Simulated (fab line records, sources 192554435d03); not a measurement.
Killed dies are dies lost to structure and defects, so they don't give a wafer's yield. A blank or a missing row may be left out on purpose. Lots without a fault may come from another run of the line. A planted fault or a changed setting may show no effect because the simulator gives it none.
Which tool did it? | flow n5_finfet | 12 lots, 36 wafers sampled, at 1 step of a route of 1938

WHAT THE GAUGES READ, wafer by wafer
N5_BEOL_M5_CD_MEAS_28: target cd 30.6 nm, target cd y 20 nm.
lot  | measured     | on        | cd_nm (nm)
L075 | day 8 12:55  | cd_sem-02 | 30.75 30.19 29.96
L077 | day 8 21:23  | cd_sem-03 | 31.26 30.87 30.88
L079 | day 9 08:09  | cd_sem-02 | 30.32 30.42 30.81
L081 | day 9 21:04  | cd_sem-02 | 30.95 30.77 30.37
L083 | day 10 08:53 | cd_sem-01 | 30.65 30.36 30.91
L085 | day 10 21:58 | cd_sem-02 | 30.49 30.63 30.92
L087 | day 11 14:59 | cd_sem-01 | 30.71 30.99 31.12
L088 | day 12 05:02 | cd_sem-02 | 30.82 30.52 30.67
L091 | day 12 05:16 | cd_sem-03 | 30.68 31.13 31.00
L093 | day 12 21:49 | cd_sem-02 | 30.57 30.83 30.54
L095 | day 13 11:34 | cd_sem-02 | 30.34 30.57 30.75
L097 | day 14 10:22 | cd_sem-03 | 30.80 31.11 30.66

WHICH TOOL RAN EACH LOT (tool, then ch and the chambers of the sampled wafers, then the start)
The record holds no process step before these readings.

THE ANSWER, worked out from the rows above alone
Rule: what is usual is taken from the lots themselves. Put in order of their means at a reading, lots are off if they are a third of the lots or fewer, leave a main group of 4 or more, and stand apart from it by a gap of 3 or more times the standard deviation of the main group's means; of several such gaps the widest counts. A main group whose means are all the same, to the digits that the tables above print for the reading, isn't used. A lot without any number at a reading at which 4 lots or more have one is off too. The other lots that the step has rows for count as sound.
No lot is off at any reading shown: from this, nothing can be told.

WHAT THE SIMULATOR HAD PUT IN
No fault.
